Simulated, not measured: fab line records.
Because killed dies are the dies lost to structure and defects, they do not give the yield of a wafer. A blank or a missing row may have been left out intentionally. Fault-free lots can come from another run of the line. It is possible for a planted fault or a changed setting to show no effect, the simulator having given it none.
Commonality check across tools	flow nand harc	14 lots and 42 wafers in the sample

## WHAT PROMPTED THE OPENING
Flagged at NHARC_P_STI_OCD_MEAS_17: reading trench depth nm, on 2 of 14 lots. Wafers without a fault read 300 nm, standard deviation 7.4.
Rule: a lot is flagged in two cases, either no wafer of it has a number, or all its wafers with numbers fall more than 4 standard deviations from that mean. The other lots count as sound.

lot	measured	on	trench depth nm (nm), wafer by wafer	flag
L676	day 3 03:43	ocd-01	300 292 296	
L678	day 3 18:18	ocd-01	300 312 295	
L680	day 4 14:08	ocd-02	311 300 299	
L681	day 5 00:37	ocd-01	303 298 311	
L682	day 5 10:07	ocd-01	291 307 290	
L683	day 5 18:43	ocd-01	306 303 286	
L685	day 6 14:05	ocd-01	291 285 290	
L691	day 9 03:50	ocd-02	0 0 0	FLAGGED
L692	day 9 15:35	ocd-01	0 0 0	FLAGGED
L695	day 10 22:28	ocd-01	304 307 308	
L696	day 11 05:44	ocd-01	311 307 295	
L697	day 11 13:48	ocd-01	310 302 311	
L698	day 12 03:45	ocd-01	308 295 300	
L699	day 12 11:14	ocd-02	307 297 299	
On average the flagged lots' numbers are 0 nm, which is -300 nm against the usual, or -41 standard deviations.

## EACH LOT AND THE TOOL IT RAN ON
2 process steps preceding the reading are held in the record, out of 1302 steps in the route. Read each cell as the tool, then ch plus the chambers that the sampled wafers visited, then the start.
lot	flag	NHARC_P_ZERO_WELL_DESCUM_39	NHARC_P_STI_ETCH_15
L676		rie diel-12 ch 0,2, day 2 00:08	rie si-01 ch 0,3, day 3 03:29
L678		rie diel-12 ch 1,2,3, day 2 20:40	rie si-02 ch 0,2,3, day 3 18:03
L680		rie diel-09 ch 0,1,3, day 3 16:19	rie si-01 ch 0,3, day 4 13:53
L681		rie diel-09 ch 1,2,3, day 4 02:18	rie si-02 ch 0,2,3, day 5 00:22
L682		rie diel-05 ch 0,1,2, day 4 12:24	rie si-01 ch 2,3, day 5 09:53
L683		rie diel-09 ch 0,1,2, day 4 22:17	rie si-02 ch 1,2,3, day 5 18:28
L685		rie diel-05 ch 1,2, day 5 19:23	rie si-01 ch 1,2, day 6 13:51
L691	FLAGGED	rie diel-09 ch 0,1,2, day 8 06:10	rie si-02 ch 0,1,2, day 9 03:35
L692	FLAGGED	rie diel-05 ch 0,1,2, day 8 16:24	rie si-05 ch 0,1,2, day 9 15:20
L695		rie diel-05 ch 2,3, day 10 00:56	rie si-01 ch 1,3, day 10 22:13
L696		rie diel-09 ch 0,2,3, day 10 08:10	rie si-01 ch 1,2,3, day 11 05:29
L697		rie diel-09 ch 1,2, day 10 18:18	rie si-02 ch 0,3, day 11 13:33
L698		rie diel-12 ch 0,1,3, day 11 04:57	rie si-01 ch 0,1,2, day 12 03:31
L699		rie diel-05 ch 1,2, day 11 15:13	rie si-01 ch 1,2,3, day 12 10:59
These steps, and what they do:
- NHARC_P_ZERO_WELL_DESCUM_39: chemistry O2, time 3 s.
- NHARC_P_STI_ETCH_15: etches the open film in HBr/Cl2, target depth 300 nm, time 100.1 s.
- NHARC_P_STI_OCD_MEAS_17

## FLAGGED OVER TOTAL, TOOL BY TOOL (the gauges that took the reading come last)
step	tool	lots run	flagged	share of the flagged lots	sound lots run after its first flagged lot
NHARC_P_ZERO_WELL_DESCUM_39	rie diel-05	5	1	some	2 (L695,L699)
NHARC_P_ZERO_WELL_DESCUM_39	rie diel-09	6	1	some	2 (L696,L697)
NHARC_P_ZERO_WELL_DESCUM_39	rie diel-12	3	0	none	-
NHARC_P_STI_ETCH_15	rie si-01	8	0	none	-
NHARC_P_STI_ETCH_15	rie si-02	5	1	some	1 (L697)
NHARC_P_STI_ETCH_15	rie si-05	1	1	some	0
NHARC_P_STI_OCD_MEAS_17	ocd-01	11	1	some	4 (L695,L696,L697,L698)
NHARC_P_STI_OCD_MEAS_17	ocd-02	3	1	some	1 (L699)

## WHAT IS ALLOWED BY THE TABLE
No row of the table ran every flagged lot.

## WHAT THE SIMULATOR HAD INSERTED
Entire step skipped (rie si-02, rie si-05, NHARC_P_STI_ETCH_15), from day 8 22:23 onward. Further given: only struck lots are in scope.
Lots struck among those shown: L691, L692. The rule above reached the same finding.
